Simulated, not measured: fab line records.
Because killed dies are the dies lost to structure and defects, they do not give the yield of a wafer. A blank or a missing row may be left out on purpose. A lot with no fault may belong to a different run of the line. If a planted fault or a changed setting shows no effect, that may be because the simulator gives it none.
Matching of chambers -- flow nand harc -- NHARC_A_CHANNEL_HOLE_D2_ETCH_44 on rie diel-13: 4 sister chambers
The step etches the open film in CF4/O2, target depth 140 nm, overetch 14 nm, time 77 s. 8 wafers are shown with their chamber, then 7 later ones without.

EACH WAFER AND ITS CHAMBER
wafer,chamber,rf vpp V (V),throttle valve pct (%)
L078.4,2,198.6,13.416
L080.4,3,197.3,13.395
L080.6,2,197.7,13.403
L084.1,0,196.7,13.390
L084.3,1,194.9,13.407
L084.5,3,197.9,13.407
L089.1,0,197.4,13.387
L089.2,1,196.4,13.401

WAFERS MISSING THEIR CHAMBER
wafer,rf vpp V (V),throttle valve pct (%)
L089.3,198.9,13.412
L091.3,195.7,13.406
L091.4,195.9,13.383
L091.6,195.4,13.400
L093.3,198.0,13.398
L093.5,196.4,13.402
L093.6,196.9,13.408

EACH ONE'S CHAMBER
wafer,from the rows above,in truth
L089.3,can't be placed: 2 or 3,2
L091.3,1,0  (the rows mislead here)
L091.4,can't be placed: 0 or 1 or 3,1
L091.6,1,1
L093.3,can't be placed: 3 or 2 or 0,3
L093.5,can't be placed: 1 or 3 or 0 or 2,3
L093.6,can't be placed: 3 or 2 or 1 or 0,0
Correctly placed: 1 of 7. Cannot be placed on the basis of these rows: 5; the candidates contain the true chamber in 5. 1 placed wrongly.
How it was worked out, from the rows above alone: a wafer's distance from a chamber is the root of the sum, over the readings, of the square of ((its reading less the chamber's mean) divided by the reading's scatter). If the next closest chamber is less than 2 further off than the closest, the wafer can't be placed; otherwise it belongs to the closest. For every chamber, the mean is computed from those of its wafers that are shown. How the scatter is found: for the shown wafers, subtract from each reading the mean of its chamber, square and add these, divide the total by (wafers less chambers), then take the root.
